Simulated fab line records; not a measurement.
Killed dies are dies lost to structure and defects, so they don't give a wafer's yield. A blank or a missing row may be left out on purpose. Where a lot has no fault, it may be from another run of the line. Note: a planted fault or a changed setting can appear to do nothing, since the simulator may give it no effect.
Chamber matching    flow n5 finfet    N5_BEOL_M9_ALD_74 on ald metal-03: 4 sister chambers
The step deposits TaN, target thk 2 nm, pulse time 2 s, purge time 3 s. 4 wafers are shown with their chamber, then 9 later ones without.

WAFERS WITH THEIR CHAMBER
wafer   chamber  heater power outer w (W)
L087.6  1        242
L092.2  2        181
L092.3  0        236
L092.5  3        208

WAFERS MISSING THEIR CHAMBER
wafer   heater power outer w (W)
L091.2  188
L091.4  216
L091.6  185
L093.1  241
L093.4  240
L093.6  184
L096.3  184
L096.4  217
L096.5  242

WHICH CHAMBER EACH WENT THROUGH
wafer   from the rows above      in truth
L091.2  2                        2
L091.4  3                        3
L091.6  2                        2
L093.1  can't be placed: 1 or 0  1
L093.4  can't be placed: 1 or 0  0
L093.6  2                        2
L096.3  2                        2
L096.4  can't be placed: 3 or 0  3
L096.5  can't be placed: 1 or 0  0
Correct placement for 5 of the 9. From these rows, 4 cannot be placed; in 4 the true chamber is one of the candidates. Placed wrongly: 0.
How it was worked out, from the rows above alone: a wafer's distance from a chamber is the root of the sum, over the readings, of the square of ((its reading less the chamber's mean) divided by the reading's scatter). If the next closest chamber is less than 2 further off than the closest, the wafer can't be placed; otherwise it belongs to the closest. For every chamber, the mean is computed from those of its wafers that are shown. The scatter: with one shown wafer a chamber, the root of the mean of the squares of how far each hidden wafer lies from its nearest shown one.
